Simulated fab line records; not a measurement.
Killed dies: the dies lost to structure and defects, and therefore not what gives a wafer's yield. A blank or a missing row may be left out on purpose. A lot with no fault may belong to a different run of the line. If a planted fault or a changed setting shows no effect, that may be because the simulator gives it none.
Chamber matching :: flow n5_finfet :: N5_BEOL_M6_ILD_DEP_00 on pecvd-03 has 3 sister chambers
The step deposits SiCOH lowk from DEMS/porogen, target thk 179.75 nm, time 33.4 s. 16 wafers are shown with their chamber, then 8 later ones without.

## WAFERS WITH THEIR CHAMBER
wafer: L076.1
chamber: 0
showerhead_plenum_p_Torr (Torr): 5.741
throttle_valve_pct (%): 13.4
heater_power_w (W): 322

wafer: L076.3
chamber: 1
showerhead_plenum_p_Torr (Torr): 5.754
throttle_valve_pct (%): 13.9
heater_power_w (W): 305

wafer: L076.5
chamber: 1
showerhead_plenum_p_Torr (Torr): 5.740
throttle_valve_pct (%): 13.7
heater_power_w (W): 310

wafer: L077.1
chamber: 1
showerhead_plenum_p_Torr (Torr): 5.724
throttle_valve_pct (%): 13.6
heater_power_w (W): 263

wafer: L077.2
chamber: 2
showerhead_plenum_p_Torr (Torr): 5.722
throttle_valve_pct (%): 13.2
heater_power_w (W): 304

wafer: L077.5
chamber: 1
showerhead_plenum_p_Torr (Torr): 5.736
throttle_valve_pct (%): 14.0
heater_power_w (W): 274

wafer: L078.1
chamber: 1
showerhead_plenum_p_Torr (Torr): 5.747
throttle_valve_pct (%): 13.7
heater_power_w (W): 315

wafer: L078.3
chamber: 0
showerhead_plenum_p_Torr (Torr): 5.761
throttle_valve_pct (%): 13.3
heater_power_w (W): 297

wafer: L078.5
chamber: 1
showerhead_plenum_p_Torr (Torr): 5.732
throttle_valve_pct (%): 13.7
heater_power_w (W): 323

wafer: L082.2
chamber: 1
showerhead_plenum_p_Torr (Torr): 5.736
throttle_valve_pct (%): 13.9
heater_power_w (W): 310

wafer: L082.3
chamber: 1
showerhead_plenum_p_Torr (Torr): 5.741
throttle_valve_pct (%): 13.7
heater_power_w (W): 313

wafer: L082.6
chamber: 0
showerhead_plenum_p_Torr (Torr): 5.766
throttle_valve_pct (%): 13.1
heater_power_w (W): 295

wafer: L086.1
chamber: 1
showerhead_plenum_p_Torr (Torr): 5.722
throttle_valve_pct (%): 13.7
heater_power_w (W): 310

wafer: L086.2
chamber: 0
showerhead_plenum_p_Torr (Torr): 5.750
throttle_valve_pct (%): 13.3
heater_power_w (W): 293

wafer: L086.6
chamber: 1
showerhead_plenum_p_Torr (Torr): 5.725
throttle_valve_pct (%): 13.8
heater_power_w (W): 316

wafer: L091.1
chamber: 2
showerhead_plenum_p_Torr (Torr): 5.704
throttle_valve_pct (%): 12.0
heater_power_w (W): 350

SIGNATURES (averages over the wafers above)
reading: showerhead_plenum_p_Torr
chamber 0: 5.75450
chamber 1: 5.73570
chamber 2: 5.71300
scatter within a chamber: 0.0107

reading: throttle_valve_pct
chamber 0: 13.275
chamber 1: 13.770
chamber 2: 12.600
scatter within a chamber: 0.264

reading: heater_power_w
chamber 0: 301.75
chamber 1: 303.90
chamber 2: 327.00
scatter within a chamber: 19.6
Rule: a wafer lies at a distance from a chamber equal to the root of the sum of squares, over the readings, of (its reading less the chamber's mean, divided by the reading's scatter). The wafer belongs to the nearest chamber; if the next one is less than 2 further off, it can't be placed. How the scatter is found: for the shown wafers, subtract from each reading the mean of its chamber, square and add these, divide the total by (wafers less chambers), then take the root.

## WAFERS MISSING THEIR CHAMBER
wafer: L091.2
showerhead_plenum_p_Torr (Torr): 5.746
throttle_valve_pct (%): 13.3
heater_power_w (W): 318

wafer: L091.6
showerhead_plenum_p_Torr (Torr): 5.740
throttle_valve_pct (%): 13.1
heater_power_w (W): 315

wafer: L093.3
showerhead_plenum_p_Torr (Torr): 5.748
throttle_valve_pct (%): 13.7
heater_power_w (W): 313

wafer: L093.4
showerhead_plenum_p_Torr (Torr): 5.711
throttle_valve_pct (%): 12.2
heater_power_w (W): 308

wafer: L093.6
showerhead_plenum_p_Torr (Torr): 5.759
throttle_valve_pct (%): 13.3
heater_power_w (W): 271

wafer: L097.2
showerhead_plenum_p_Torr (Torr): 5.711
throttle_valve_pct (%): 11.9
heater_power_w (W): 343

wafer: L097.3
showerhead_plenum_p_Torr (Torr): 5.746
throttle_valve_pct (%): 13.9
heater_power_w (W): 328

wafer: L097.6
showerhead_plenum_p_Torr (Torr): 5.753
throttle_valve_pct (%): 13.2
heater_power_w (W): 262

## THE CHAMBER EACH PASSED THROUGH
wafer: L091.2
from the rows above: can't be placed: 0 or 1
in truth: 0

wafer: L091.6
from the rows above: can't be placed: 0 or 1 or 2
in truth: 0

wafer: L093.3
from the rows above: can't be placed: 1 or 0
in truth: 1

wafer: L093.4
from the rows above: 2
in truth: 2

wafer: L093.6
from the rows above: can't be placed: 0 or 1
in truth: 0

wafer: L097.2
from the rows above: 2
in truth: 2

wafer: L097.3
from the rows above: can't be placed: 1 or 0
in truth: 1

wafer: L097.6
from the rows above: can't be placed: 0 or 1
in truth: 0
Placed correctly: 2 of 8. Not placeable from these rows: 6 (in 6, the candidates include the true chamber). Placed wrongly: 0.
